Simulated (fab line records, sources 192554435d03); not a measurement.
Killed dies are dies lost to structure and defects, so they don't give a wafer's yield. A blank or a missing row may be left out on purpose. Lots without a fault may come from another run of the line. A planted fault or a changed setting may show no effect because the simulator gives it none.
Which tool did it? | flow n5_finfet | 9 lots, 27 wafers sampled, at 6 steps of a route of 1938

WHAT THE GAUGES READ, wafer by wafer
N5_BEOL_M4_RC_MEAS_101. Usual: DIBL_N 36.0 mV/V, standard deviation 1.9; DIBL_P 35.6 mV/V, standard deviation 2.2; IOFF_N 0.15 nA/um, standard deviation 0.031; IOFF_P 0.19 nA/um, standard deviation 0.032; ION_N 668 uA/um, standard deviation 11; ION_P 455 uA/um, standard deviation 7.2; SS_N 71.5 mV/dec, standard deviation 0.65; SS_P 73.4 mV/dec, standard deviation 0.64; VT_N 251 mV, standard deviation 3.6; VT_P -253 mV, standard deviation 3.3.
lot  | measured     | on        | DIBL_N (mV/V)  | DIBL_P (mV/V)  | IOFF_N (nA/um) | IOFF_P (nA/um) | ION_N (uA/um) | ION_P (uA/um) | SS_N (mV/dec)  | SS_P (mV/dec)  | VT_N (mV)   | VT_P (mV)      | flag
L893 | day 8 22:11  | prober-01 | 36.4 35.7 37.5 | 35.6 34.2 36.3 | 0.15 0.14 0.17 | 0.21 0.19 0.22 | 671 664 675   | 461 460 457   | 70.7 70.1 71.0 | 73.6 73.3 73.7 | 249 251 250 | -249 -251 -250 |
L896 | day 10 10:39 | prober-02 | 38.1 36.1 35.0 | 37.8 36.1 33.9 | 0.20 0.16 0.15 | 0.23 0.20 0.17 | 685 676 665   | 463 459 453   | 71.4 71.4 71.7 | 73.6 73.3 72.9 | 241 251 251 | -249 -253 -254 |
L897 | day 9 23:53  | prober-01 | 34.7 40.0 37.7 | 34.5 38.0 36.0 | 0.14 0.23 0.18 | 0.19 0.25 0.22 | 665 681 669   | 458 457 465   | 70.7 72.7 71.5 | 72.5 74.4 74.2 | 252 249 249 | -251 -250 -251 |
L900 | day 11 06:08 | prober-01 | 35.6 35.2 37.1 | 33.8 34.4 36.4 | 0.12 0.12 0.16 | 0.16 0.16 0.20 | 663 653 662   | 451 453 452   | 71.1 70.9 71.8 | 72.4 73.9 73.0 | 253 254 251 | -256 -254 -253 |
L904 | day 13 04:21 | prober-02 | 33.7 33.0 34.4 | 31.6 31.3 33.1 | 0.12 0.12 0.13 | 0.15 0.15 0.17 | 657 653 658   | 449 451 456   | 70.3 70.8 70.9 | 73.2 72.9 73.0 | 254 254 253 | -255 -258 -253 |
L909 | day 13 20:47 | prober-01 | 34.9 35.5 33.6 | 35.3 36.0 34.6 | 0.14 0.15 0.13 | 0.18 0.20 0.18 | 667 662 667   | 454 450 461   | 71.1 71.2 71.0 | 73.0 73.4 73.0 | 251 249 251 | -253 -248 -252 |
L911 | day 14 01:58 | prober-02 | 39.8 38.8 38.1 | 39.7 38.4 37.0 | 0.22 0.18 0.17 | 0.24 0.24 0.20 | 700 674 671   | 467 462 458   | 71.8 72.7 71.4 | 74.1 74.6 73.9 | 248 248 250 | -250 -252 -253 |
L914 | day 14 13:58 | prober-02 | 38.4 35.8 36.5 | 38.5 34.8 36.0 | 0.20 0.15 0.17 | 0.25 0.20 0.22 | 679 679 675   | 460 463 465   | 72.8 71.7 72.1 | 73.9 73.3 74.1 | 247 251 250 | -249 -251 -252 |
L915 | day 14 21:43 | prober-02 | 33.1 34.7 34.6 | 33.5 35.8 37.0 | 0.11 0.13 0.14 | 0.13 0.16 0.17 | 662 666 665   | 444 443 449   | 70.6 71.6 71.9 | 72.9 73.6 74.3 | 259 255 252 | -262 -262 -259 |

WHICH TOOL RAN EACH LOT (tool, then ch and the chambers of the sampled wafers, then the start)
lot  | N5_BEOL_M1_ANNEAL_49         | N5_BEOL_M1_SPUTTER_79        | N5_BEOL_M1_SPUTTER_92        | N5_BEOL_M2_COAT_62                | N5_BEOL_M2_ETCH_63
L893 | pvd_sputter-02, day 6 11:17  | pvd_sputter-02, day 6 11:26  | pvd_sputter-02, day 6 12:32  | litho_track-02 ch 0, day 6 16:17  | rie_diel-06 ch 0,3, day 6 16:51
L896 | pvd_sputter-02, day 7 13:26  | pvd_sputter-02, day 7 13:35  | pvd_sputter-02, day 7 14:41  | litho_track-02 ch 0, day 7 16:59  | rie_diel-01 ch 0,2, day 7 17:25
L897 | pvd_sputter-03, day 7 15:08  | pvd_sputter-03, day 7 15:16  | pvd_sputter-03, day 7 16:22  | litho_track-02 ch 0, day 7 19:59  | rie_diel-04 ch 0,1,2, day 7 20:25
L900 | pvd_sputter-03, day 8 02:41  | pvd_sputter-03, day 8 02:50  | pvd_sputter-03, day 8 03:56  | litho_track-04 ch 0, day 8 09:14  | rie_diel-04 ch 0,2,3, day 8 09:41
L904 | pvd_sputter-02, day 10 04:26 | pvd_sputter-02, day 10 04:34 | pvd_sputter-02, day 10 05:40 | litho_track-02 ch 0, day 10 07:33 | rie_diel-04 ch 0,2,3, day 10 07:59
L909 | pvd_sputter-03, day 11 06:32 | pvd_sputter-03, day 11 06:40 | pvd_sputter-03, day 11 07:46 | litho_track-04 ch 0, day 11 09:54 | rie_diel-01 ch 0,3, day 11 10:28
L911 | pvd_sputter-02, day 11 11:26 | pvd_sputter-02, day 11 11:35 | pvd_sputter-02, day 11 12:41 | litho_track-02 ch 0, day 11 16:41 | rie_diel-01 ch 1,2,3, day 11 17:07
L914 | pvd_sputter-01, day 11 19:58 | pvd_sputter-01, day 11 20:06 | pvd_sputter-01, day 12 08:00 | litho_track-01 ch 0, day 12 10:14 | rie_diel-06 ch 1,2,3, day 12 10:48
L915 | pvd_sputter-02, day 12 03:15 | pvd_sputter-02, day 12 03:23 | pvd_sputter-02, day 12 04:29 | litho_track-01 ch 0, day 12 06:21 | rie_diel-04 ch 0,2,3, day 12 06:47
- N5_BEOL_M1_ANNEAL_49: time 240 s.
- N5_BEOL_M1_SPUTTER_79: material Cu, target thk 4.5 nm, time 8.29 s.
- N5_BEOL_M1_SPUTTER_92: material Cu, target thk 4.5 nm, time 8.29 s.
- N5_BEOL_M2_COAT_62: time 60 s, resist thk 12 nm.
- N5_BEOL_M2_ETCH_63: etches SiARC in CF4, target depth 15.6 nm, time 26 s.

WHAT THE TOOLS THEMSELVES READ (means of the sampled wafers that have a number; where no wafer has one, the mark that the record gives instead)
N5_BEOL_M1_ANNEAL_49. Usual: heater_power_w 855 W, standard deviation 82.
lot  | tool           | heater_power_w (W) | flag
L893 | pvd_sputter-02 | 837                |
L896 | pvd_sputter-02 | 853                |
L897 | pvd_sputter-03 | 842                |
L900 | pvd_sputter-03 | 824                |
L904 | pvd_sputter-02 | 850                |
L909 | pvd_sputter-03 | 868                |
L911 | pvd_sputter-02 | 941                |
L914 | pvd_sputter-01 | 852                |
L915 | pvd_sputter-02 | 879                |

N5_BEOL_M1_SPUTTER_79. Usual: throttle_valve_pct 29.7 %, standard deviation 0.61.
lot  | tool           | throttle_valve_pct (%) | flag
L893 | pvd_sputter-02 | 29.7                   |
L896 | pvd_sputter-02 | 29.8                   |
L897 | pvd_sputter-03 | 29.9                   |
L900 | pvd_sputter-03 | 30.4                   |
L904 | pvd_sputter-02 | 29.7                   |
L909 | pvd_sputter-03 | 29.4                   |
L911 | pvd_sputter-02 | 29.4                   |
L914 | pvd_sputter-01 | 29.7                   |
L915 | pvd_sputter-02 | 29.6                   |

N5_BEOL_M1_SPUTTER_92. Usual: throttle_valve_pct 29.7 %, standard deviation 0.6.
lot  | tool           | throttle_valve_pct (%) | flag
L893 | pvd_sputter-02 | 29.7                   |
L896 | pvd_sputter-02 | 29.9                   |
L897 | pvd_sputter-03 | 29.9                   |
L900 | pvd_sputter-03 | 30.3                   |
L904 | pvd_sputter-02 | 29.6                   |
L909 | pvd_sputter-03 | 29.4                   |
L911 | pvd_sputter-02 | 29.6                   |
L914 | pvd_sputter-01 | 29.9                   |
L915 | pvd_sputter-02 | 29.7                   |

N5_BEOL_M2_COAT_62. Usual: spin_speed_rpm 1500.0 rpm, standard deviation 0.98.
lot  | tool           | spin_speed_rpm (rpm) | flag
L893 | litho_track-02 | 1499.1               |
L896 | litho_track-02 | 1500.9               |
L897 | litho_track-02 | 1501.4               |
L900 | litho_track-04 | 1499.1               |
L904 | litho_track-02 | 1500.3               |
L909 | litho_track-04 | 1500.0               |
L911 | litho_track-02 | 1811.8               | OFF
L914 | litho_track-01 | 1500.6               |
L915 | litho_track-01 | 1500.9               |

N5_BEOL_M2_ETCH_63. Usual: drypump_motor_current_A 5.7 A, standard deviation 0.37; etch_rf_on_time_s 26.0 s, standard deviation 0.55; oes_product_au 0.69 a.u., standard deviation 0.076; rf_vpp_V 184.6 V, standard deviation 1; showerhead_plenum_p_Torr 2.19 Torr, standard deviation 0.052; throttle_valve_pct 15.4 %, standard deviation 0.33.
lot  | tool        | drypump_motor_current_A (A) | etch_rf_on_time_s (s) | oes_product_au (a.u.) | rf_vpp_V (V) | showerhead_plenum_p_Torr (Torr) | throttle_valve_pct (%) | flag
L893 | rie_diel-06 | 5.1                         | 26.9                  | 0.60                  | 183.4        | 2.14                            | 15.6                   |
L896 | rie_diel-01 | 5.9                         | 26.4                  | 0.73                  | 185.5        | 2.25                            | 15.2                   |
L897 | rie_diel-04 | 6.1                         | 26.0                  | 0.68                  | 184.8        | 2.18                            | 15.6                   |
L900 | rie_diel-04 | 5.8                         | 25.6                  | 0.74                  | 184.5        | 2.17                            | 15.3                   |
L904 | rie_diel-04 | 5.9                         | 25.5                  | 0.72                  | 184.4        | 2.16                            | 15.3                   |
L909 | rie_diel-01 | 5.4                         | 25.3                  | 0.74                  | 185.5        | 2.21                            | 15.3                   |
L911 | rie_diel-01 | 5.5                         | 23.4                  | 0.68                  | 184.4        | 2.21                            | 15.5                   | OFF
L914 | rie_diel-06 | 5.3                         | 26.1                  | 0.67                  | 183.7        | 2.12                            | 15.5                   |
L915 | rie_diel-04 | 5.8                         | 25.8                  | 0.69                  | 183.9        | 2.16                            | 15.3                   |

THE ANSWER, worked out from the rows above alone
Rule: a lot is off if the mean of its wafers that have a number lies more than 3 standard deviations from the usual mean. A lot without any number at a reading at which 4 lots or more have one is off too. The other lots that the step has rows for count as sound. The gauges are gone through in route order, then the tools' own readings, and for those a lot's mean is taken as printed above. The first step at which some lot is off is used, and at that step the reading that is off furthest; a lot without a number counts as furthest.
Off: L911, at N5_BEOL_M2_COAT_62 (spin_speed_rpm).
A tool fits if, at that step or a process step before it, it ran every lot that is off, and no sound lot after the first of them. One fits: litho_track-02 at N5_BEOL_M2_COAT_62. Its last sound lot is L904 (day 10 07:33), its first lot that is off L911 (day 11 16:41): a fault that began between those two fits.
The tool's own readings at N5_BEOL_M2_COAT_62 bear it out: on the lots that are off they differ by more than 5 times the standard deviation of the sound lots' means. spin_speed_rpm reads 1811.8 rpm there against 1500.3 rpm on the sound lots.

WHAT THE SIMULATOR HAD PUT IN
Process parameter drift: litho_track-02, from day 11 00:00 on, at N5_BEOL_M2_COAT_62. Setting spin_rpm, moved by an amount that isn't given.
Lots struck among those shown: L911. The rule above found the same.
